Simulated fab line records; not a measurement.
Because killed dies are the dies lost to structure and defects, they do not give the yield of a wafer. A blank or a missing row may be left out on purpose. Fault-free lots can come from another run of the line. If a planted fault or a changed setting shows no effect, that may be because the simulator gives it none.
fab line records :: flow n5Finfet
record:
  lots: 4
  wafers: 12
  lastDay: 17
route steps=1938 shown BEOL_M7@1320 BEOL_M8@1332
lots that met no fault: from a run of the same line without faults
startH: hours from the record's opening day to when the first of the lot's shown wafers began :: waitH: hours elapsed since this lot's preceding step :: " as in the row above :: L1.1+2: a single row standing in for several wafers :: - value missing, or start not given :: * or withheld: withheld :: < > ~ a bound
route shown NAME@n: names a module that has steps shown in the file, with the first one's number in the route :: usual: mean/standard deviation taken from wafers without a fault :: same: alike in all rows :: chamber/n: place in a boat :: sites: per-site readings :: _std_site: their standard deviation :: _edge_site: inner sites' mean taken away from outer sites' mean :: radiusMm: for every site, how far away it sits from the centre of the wafer :: mask NAME#n: copy n :: behind: the last tool/chamber to shape the wafer :: hold: why the lot was held/for how many hours/how that ended :: device: which transistor (n, p or np) failed to switch :: end of line: the route-end tests of the same wafers :: a step given without rows: its recipe and nothing more :: killed: not the wafer's yield, but the dies lost to structure and defects at the first sort :: map: the dies of a wafer, with x for killed, . for not killed, _ for no die there
set.NAME: the setting as run; set.NAME@STEP: as run at that earlier step :: model.NAME: the simulator's own value behind a step, which no gauge read
lots at some steps of the route; a table a step, a row a wafer
services: the hour from which a tool's chamber was out of use, counted from the record's first day as startH (under 0 if before that day), plus the number of hours and why
== steps ==
step: N5_BEOL_M7_ALD_77
recipe:
  material: TaN
  targetThkA: 20
  tempC: 275
  aldPrecursorFamily: PDMAT
  aldCoReactant: NH3
  pressureTorr: 3
  carrierFlowSccm: 1500
  pulseTimeS: 2
  purgeTimeS: 3
  coReactantPurgeTimeS: 2
  coReactantPulseTimeS: 3
  aldCycles: 40
  precursorVesselTempC: 75
  precursorVesselPressureTorr: 26.25
  precursorVesselCarrierSccm: 1000
step: N5_BEOL_M7_SURFACE_TREAT_79
recipe:
  gas: Ar
  timeS: *
  ionEnergyEv: *
  ionCurrentMaCm2: 0.5
  pressureMtorr: *
  arFlowSccm: 30
step: N5_BEOL_M7_CVD_78
recipe:
  material: Co
  targetThkA: 20
  tempC: withheld
  precursor: CCTBA/H2
  pressureTorr: 30
  timeS: 142.3
step: N5_BEOL_M7_SPUTTER_48
recipe:
  material: Cu
  targetThkA: 100
  tempC: -20
  biasV: 60
  powerW: 26000
  chamberPressurePa: 0.13
  timeS: 1.667
step: N5_BEOL_M7_ECD_50
recipe:
  material: Cu
  targetThkA: 3000
step: N5_BEOL_M7_ANNEAL_51
recipe:
  tempC: 225
  timeS: 90
  ambient: N2
step: N5_BEOL_M7_CMP_52
recipe:
  stopOn: SiCOH_lowk
  tOverpolishS: 6.9
  downForcePsi: 1
  platenRpm: 50
  clearingPlatenDownForcePsi: 1.5
  clearingPlatenRpm: 50
  postCmpClean: cuAlkaline
  targetThkNm: 80
  clearingPlatenPadVelocityMS: 0.99484
  padVelocityMS: 0.99484
step: N5_BEOL_M7_PRE_CLEAN_55
recipe:
  gas: NH3
  timeS: 15
  tempC: withheld
  rfPowerW: 300
step: N5_BEOL_M7_DEP_56
recipe:
  material: SiCN
  targetThkA: 100
  tempC: withheld
  precursor: 3MS/NH3
  pressureTorr: 3
  rfW: 202
  timeS: 17.5
step: N5_BEOL_M8_ILD_DEP_00
recipe:
  material: SiCOH_lowk
  targetThkA: 1797.5
  tempC: 300
  precursor: DEMS/porogen
  pressureTorr: 5
  rfW: 500
  timeS: 33.4
usual:
  heaterPowerW: 308/52
  rfFwdPowerW: 494.8/2.6
  showerheadPlenumPTorr: 5.728/0.019
  throttleValvePct: 14.1/0.76
lot.wafer: L610.1
tool: pecvd-01
chamber: 1
startH: 213.58
waitH: 0.0
heaterPowerW: 228
rfFwdPowerW: 493.0
showerheadPlenumPTorr: 5.704
sinceWetCleanH: 1461
throttleValvePct: 15.2
model.SiCOH_lowk_of_BEOL_M8_ILD_DEP_00.thkNm: 176.8

lot.wafer: L610.4
tool: pecvd-01
chamber: 1
startH: 213.58
waitH: 0.0
heaterPowerW: 237
rfFwdPowerW: 493.6
showerheadPlenumPTorr: 5.706
sinceWetCleanH: -
throttleValvePct: 15.6
model.SiCOH_lowk_of_BEOL_M8_ILD_DEP_00.thkNm: 177

lot.wafer: L610.5
tool: pecvd-01
chamber: 1
startH: 213.58
waitH: 0.0
heaterPowerW: 246
rfFwdPowerW: 492.1
showerheadPlenumPTorr: 5.697
sinceWetCleanH: -
throttleValvePct: 15.5
model.SiCOH_lowk_of_BEOL_M8_ILD_DEP_00.thkNm: 177.6

lot.wafer: L616.2
tool: pecvd-01
chamber: 1
startH: 248.42
waitH: 0.0
heaterPowerW: 257
rfFwdPowerW: 492.3
showerheadPlenumPTorr: 5.699
sinceWetCleanH: 1496
throttleValvePct: 15.4
model.SiCOH_lowk_of_BEOL_M8_ILD_DEP_00.thkNm: 176.8

lot.wafer: L616.4
tool: pecvd-01
chamber: 2
startH: 248.42
waitH: 0.0
heaterPowerW: 253
rfFwdPowerW: -
showerheadPlenumPTorr: 5.728
sinceWetCleanH: -
throttleValvePct: 13.6
model.SiCOH_lowk_of_BEOL_M8_ILD_DEP_00.thkNm: 171.8

lot.wafer: L616.5
tool: pecvd-01
chamber: 1
startH: 248.42
waitH: 0.0
heaterPowerW: 265
rfFwdPowerW: 492.9
showerheadPlenumPTorr: 5.694
sinceWetCleanH: -
throttleValvePct: 15.3
model.SiCOH_lowk_of_BEOL_M8_ILD_DEP_00.thkNm: 180.4

lot.wafer: L618.1
tool: pecvd-01
chamber: 1
startH: 263.27
waitH: 0.0
heaterPowerW: 247
rfFwdPowerW: 493.6
showerheadPlenumPTorr: 5.698
sinceWetCleanH: 1511
throttleValvePct: 15.4
model.SiCOH_lowk_of_BEOL_M8_ILD_DEP_00.thkNm: 176

lot.wafer: L618.2
tool: pecvd-01
chamber: 2
startH: 263.27
waitH: 0.0
heaterPowerW: 243
rfFwdPowerW: -
showerheadPlenumPTorr: 5.727
sinceWetCleanH: 32
throttleValvePct: 13.5
model.SiCOH_lowk_of_BEOL_M8_ILD_DEP_00.thkNm: 169.4

lot.wafer: L618.3
tool: pecvd-01
chamber: 0
startH: 263.27
waitH: 0.0
heaterPowerW: 357
rfFwdPowerW: 496.7
showerheadPlenumPTorr: 5.727
sinceWetCleanH: 786
throttleValvePct: 13.5
model.SiCOH_lowk_of_BEOL_M8_ILD_DEP_00.thkNm: 176.6

lot.wafer: L629.3
tool: pecvd-02
chamber: 2
startH: 323.06
waitH: 0.0
heaterPowerW: 309
rfFwdPowerW: 496.9
showerheadPlenumPTorr: 5.740
sinceWetCleanH: 267
throttleValvePct: 13.5
model.SiCOH_lowk_of_BEOL_M8_ILD_DEP_00.thkNm: 180.4

lot.wafer: L629.4
tool: pecvd-02
chamber: 0
startH: 323.06
waitH: 0.0
heaterPowerW: 337
rfFwdPowerW: 498.3
showerheadPlenumPTorr: 5.751
sinceWetCleanH: -
throttleValvePct: 15.1
model.SiCOH_lowk_of_BEOL_M8_ILD_DEP_00.thkNm: 180

lot.wafer: L629.6
tool: pecvd-02
chamber: 1
startH: 323.06
waitH: 0.0
heaterPowerW: 253
rfFwdPowerW: 492.9
showerheadPlenumPTorr: 5.730
sinceWetCleanH: -
throttleValvePct: 13.6
model.SiCOH_lowk_of_BEOL_M8_ILD_DEP_00.thkNm: 182.8
step: N5_BEOL_M8_CURE_74
recipe:
  tempC: 385
  timeS: 240
  ambient: He/Ar
  material: SiCOH_lowk
step: N5_BEOL_M8_THK_MEAS_01
recipe:
  reads: SiCOH_lowk_of_BEOL_M8_ILD_DEP_00
usual:
  M8_ILD_THK: 154.6/1.9
lot.wafer: L610.1
tool: filmMetro-02
chamber: -
startH: 214.17
waitH: 0.4
M8_ILD_THK[nm]: 152.3

lot.wafer: L610.4
tool: filmMetro-02
chamber: -
startH: 214.17
waitH: 0.4
M8_ILD_THK[nm]: 152.6

lot.wafer: L610.5
tool: filmMetro-02
chamber: -
startH: 214.17
waitH: 0.4
M8_ILD_THK[nm]: 153.1

lot.wafer: L616.2
tool: filmMetro-01
chamber: -
startH: 249.50
waitH: 0.7
M8_ILD_THK[nm]: 152.5

lot.wafer: L616.4
tool: filmMetro-01
chamber: -
startH: 249.50
waitH: 0.7
M8_ILD_THK[nm]: 148.1

lot.wafer: L616.5
tool: filmMetro-01
chamber: -
startH: 249.50
waitH: 0.7
M8_ILD_THK[nm]: 155.6

lot.wafer: L618.1
tool: filmMetro-02
chamber: -
startH: 263.85
waitH: 0.4
M8_ILD_THK[nm]: 151.7

lot.wafer: L618.2
tool: filmMetro-02
chamber: -
startH: 263.85
waitH: 0.4
M8_ILD_THK[nm]: 146.0

lot.wafer: L618.3
tool: filmMetro-02
chamber: -
startH: 263.85
waitH: 0.4
M8_ILD_THK[nm]: 152.3

lot.wafer: L629.3
tool: filmMetro-02
chamber: -
startH: 323.64
waitH: 0.3
M8_ILD_THK[nm]: 155.6

lot.wafer: L629.4
tool: filmMetro-02
chamber: -
startH: 323.64
waitH: 0.3
M8_ILD_THK[nm]: 155.3

lot.wafer: L629.6
tool: filmMetro-02
chamber: -
startH: 323.64
waitH: 0.3
M8_ILD_THK[nm]: 157.5
step: N5_BEOL_M8_PECVD_70
recipe:
  material: SiO2
  targetThkA: 200
  tempC: 400
  precursor: TEOS/O2
  pressureTorr: 5.5
  rfW: 450
  teosFlowSccm: 53.8
  gas: O2
  flowSccm: 3000
  timeS: 22.7
step: N5_BEOL_M8_HM_DEP_02
recipe:
  material: TiN
  targetThkA: 200
  tempC: 25
  chamberPressurePa: 0.49996
step: N5_BEOL_M8_COAT_59
recipe:
  resist: SOC
  tempC: 250
  timeS: 60
  spinRpm: 1500
  resistThkNm: 100
step: N5_BEOL_M8_COAT_60
recipe:
  resist: SiARC
  tempC: 220
  timeS: 60
  spinRpm: 1500
  resistThkNm: 35
step: N5_BEOL_M8_COAT_05
recipe:
  resist: CAR-ArF
  spinRpm: 1500
  resistThkNm: 90
step: N5_BEOL_M8_EBR_07
recipe:
  solvent: PGMEA
  ebrWidthMm: 1.5
step: N5_BEOL_M8_SOFTBAKE_06
recipe:
  tempC: 110
  timeS: 60
  resist: CAR-ArF
step: N5_BEOL_M8_EXPOSE_08
recipe:
  maskId: M8
  na: 1.35
  sourceShape: dipole
  sigmaInner: 0.817
  sigmaOuter: 0.97
  polarization: te
  doseMj: 68.25
step: N5_BEOL_M8_PEB_09
recipe:
  pebTempC: withheld
  pebTimeS: 60
  resist: CAR-ArF
step: N5_BEOL_M8_DEVELOP_10
recipe:
  developTimeS: 30
  developer: TMAH
  resist: CAR-ArF
  rinseLiquid: diw
  dry: airSpin
  devTempC: 23
step: N5_BEOL_M8_DESCUM_16
recipe:
  chemistry: O2
  timeS: 7.9
  sourcePowerW: 50
  biasPowerW: 20
  pressureMtorr: 20
  rfFrequencyHz: 2.712e+07
  tempC: 40
  resist: CAR-ArF
  o2FlowSccm: 225
step: N5_BEOL_M8_ETCH_61
recipe:
  chemistry: CF4
  target: SiARC
  targetDepthA: 455
  maskMaterial: CAR-ArF
  timeS: 75.8
  ionEnergyEv: 80
  pressureMtorr: 40
  sourceW: 545
  biasW: 36
  Ar_flow_sccm: 100
  cf4FlowSccm: 100
  ends: cleared
step: N5_BEOL_M8_ETCH_62
recipe:
  chemistry: N2/H2
  target: SOC
  targetDepthA: 1100
  overetchA: 220
  maskMaterial: SiARC
  tempC: 40
  timeS: 165
  ionEnergyEv: 200
  pressureMtorr: 30
  sourceW: 840
  biasW: 150
  n2FlowSccm: 200
  h2FlowSccm: 200
step: N5_BEOL_M8_STRIP_68
recipe:
  chemistry: N2/H2
  tempC: 40
  n2FlowSccm: 200
  h2FlowSccm: 200
  rfFrequencyHz: 6e+07
step: N5_BEOL_M8_STRIP_67
recipe:
  chemistry: CF4
  resist: SiARC
  powerW: 300
  biasPowerW: 75
  pressureMtorr: 50
  cf4FlowSccm: 150
  rfFrequencyHz: 6e+07
step: N5_BEOL_M8_HM_OPEN_17
recipe:
  chemistry: Cl2/BCl3
  targetDepthA: 200
  overetchA: 60
  target: TiN
  maskMaterial: SOC
  ionEnergyEv: 150
  pressureMtorr: 10
  icpW: 1000
  biasW: 126
  Cl2_flow_sccm: 53.25
  bcl3FlowSccm: 21.75
  Ar_flow_sccm: 25
step: N5_BEOL_M8_STRIP_19
recipe:
  chemistry: O2
  powerW: 400
  tempC: 40
  pressureMtorr: 30
  rfFrequencyHz: 6e+07
  biasPowerW: 0
  overashFraction: 0.2
  o2FlowSccm: 225
step: N5_BEOL_M8_COAT_63
recipe:
  resist: SOC
  tempC: 250
  timeS: 60
  spinRpm: 1500
  resistThkNm: 60
step: N5_BEOL_M8_COAT_64
recipe:
  resist: SiARC
  tempC: 220
  timeS: 60
  spinRpm: 1500
  resistThkNm: 12
step: N5_BEOL_M8_COAT_71
recipe:
  resist: underlayer
  tempC: 205
  timeS: 60
  spinRpm: 1500
  resistThkNm: 5
step: N5_BEOL_M8_COAT_22
recipe:
  resist: CAR-EUV
  spinRpm: 1500
  resistThkNm: 30
step: N5_BEOL_M8_EBR_24
recipe:
  solvent: PGMEA
  ebrWidthMm: 1.5
step: N5_BEOL_M8_SOFTBAKE_23
recipe:
  tempC: 110
  timeS: 60
  resist: CAR-EUV
step: N5_BEOL_M8_CMP_52
recipe:
  stopOn: SiCOH_lowk
  tOverpolishS: 6.9
  downForcePsi: 1
  platenRpm: 50
  clearingPlatenDownForcePsi: 1.5
  clearingPlatenRpm: 50
  postCmpClean: cuAlkaline
  targetThkNm: 80
  clearingPlatenPadVelocityMS: 0.99484
  padVelocityMS: 0.99484
usual:
  motorCurrentA: 5.9/0.56
  retainingRingPressureFrac: 1.000/0.0055
lot.wafer: L610.1
tool: cmp-03
chamber: 1
startH: 221.02
waitH: 0.3
motorCurrentA: 6.3
retainingRingPressureFrac: 1.001
model.SiCOH_lowk_of_BEOL_M8_ILD_DEP_00.thkNm: 149.4

lot.wafer: L610.4
tool: cmp-03
chamber: 2
startH: 221.02
waitH: 0.3
motorCurrentA: 6.4
retainingRingPressureFrac: 0.995
model.SiCOH_lowk_of_BEOL_M8_ILD_DEP_00.thkNm: 149.6

lot.wafer: L610.5
tool: cmp-03
chamber: 1
startH: 221.02
waitH: 0.3
motorCurrentA: 6.2
retainingRingPressureFrac: 0.996
model.SiCOH_lowk_of_BEOL_M8_ILD_DEP_00.thkNm: 150.2

lot.wafer: L616.2
tool: cmp-04
chamber: 1
startH: 255.72
waitH: 0.2
motorCurrentA: 6.0
retainingRingPressureFrac: 1.003
model.SiCOH_lowk_of_BEOL_M8_ILD_DEP_00.thkNm: 149.4

lot.wafer: L616.4
tool: cmp-04
chamber: 3
startH: 255.72
waitH: 0.2
motorCurrentA: 6.1
retainingRingPressureFrac: 0.999
model.SiCOH_lowk_of_BEOL_M8_ILD_DEP_00.thkNm: 145.2

lot.wafer: L616.5
tool: cmp-04
chamber: 1
startH: 255.72
waitH: 0.2
motorCurrentA: 6.0
retainingRingPressureFrac: 0.995
model.SiCOH_lowk_of_BEOL_M8_ILD_DEP_00.thkNm: 152.6

lot.wafer: L618.2
tool: cmp-03
chamber: 2
startH: 271.79
waitH: 0.2
motorCurrentA: 6.2
retainingRingPressureFrac: 1.003
model.SiCOH_lowk_of_BEOL_M8_ILD_DEP_00.thkNm: 143

lot.wafer: L618.3
tool: cmp-03
chamber: 3
startH: 271.79
waitH: 0.2
motorCurrentA: 6.6
retainingRingPressureFrac: 1.001
model.SiCOH_lowk_of_BEOL_M8_ILD_DEP_00.thkNm: 149.4

lot.wafer: L618.1
tool: cmp-03
chamber: 0
startH: 271.79
waitH: 0.2
motorCurrentA: 5.6
retainingRingPressureFrac: 0.998
model.SiCOH_lowk_of_BEOL_M8_ILD_DEP_00.thkNm: 148.8

lot.wafer: L629.4
tool: cmp-04
chamber: 3
startH: 331.61
waitH: 0.2
motorCurrentA: 6.2
retainingRingPressureFrac: 1.004
model.SiCOH_lowk_of_BEOL_M8_ILD_DEP_00.thkNm: 152.2

lot.wafer: L629.3
tool: cmp-04
chamber: 0
startH: 331.61
waitH: 0.2
motorCurrentA: 5.2
retainingRingPressureFrac: 1.008
model.SiCOH_lowk_of_BEOL_M8_ILD_DEP_00.thkNm: 152.6

lot.wafer: L629.6
tool: cmp-04
chamber: 2
startH: 331.61
waitH: 0.2
motorCurrentA: 5.2
retainingRingPressureFrac: 1.001
model.SiCOH_lowk_of_BEOL_M8_ILD_DEP_00.thkNm: 154.6
== services ==
tool: pecvd-01
chamber: 2
startH: 202.38
hours: -
kind: clean

tool: pecvd-01
chamber: 2
startH: 202.38
hours: -
kind: consumableReplace:showerhead

tool: pecvd-01
chamber: 2
startH: 202.38
hours: 29.0
kind: scheduledDown

tool: pecvd-01
chamber: 2
startH: 202.38
hours: 29.0
kind: ventCycle

tool: cmp-04
chamber: -
startH: 219.35
hours: 4.8
kind: pm

tool: cmp-04
chamber: -
startH: 230.39
hours: 0.8
kind: repair

tool: pecvd-01
chamber: 0
startH: 232.98
hours: 16.5
kind: scheduledDown

tool: cmp-04
chamber: -
startH: 244.50
hours: 5.0
kind: repair

tool: pecvd-02
chamber: -
startH: 245.16
hours: 1.7
kind: repair

tool: cmp-03
chamber: -
startH: 269.63
hours: 1.2
kind: repair

tool: pecvd-02
chamber: 1
startH: 295.01
hours: 5.5
kind: scheduledDown

tool: pecvd-01
chamber: 0
startH: 297.92
hours: 5.5
kind: scheduledDown

tool: cmp-04
chamber: -
startH: 320.90
hours: 7.0
kind: repair
== key ==
firstSign:
  step: N5_BEOL_M8_THK_MEAS_01
  reading: M8_ILD_THK
  direction: down
  sigmas: 4.1
  usual: 154.6
  struck: 147.1
effect none on later readings
modelEffect:
  step: N5_BEOL_M8_ILD_DEP_00
  value: SiCOH_lowk_of_BEOL_M8_ILD_DEP_00.thkNm
  without: 179.7
  struck: 170.6
modelEffect:
  step: N5_BEOL_M8_CMP_52
  value: SiCOH_lowk_of_BEOL_M8_ILD_DEP_00.thkNm
  without: 151.9
  struck: 144.1
metAt N5_BEOL_M8_ILD_DEP_00
struckWafers L616.4,L618.2
fault:
  kind: processParameterDrift
  tool: pecvd-01
  chamber: 2
  onsetH: 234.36
  steps: N5_BEOL_M8_ILD_DEP_00
  channel: timeS
  offset: *
  shape: step
  endH: 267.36
  actsIn: *
  stated: *
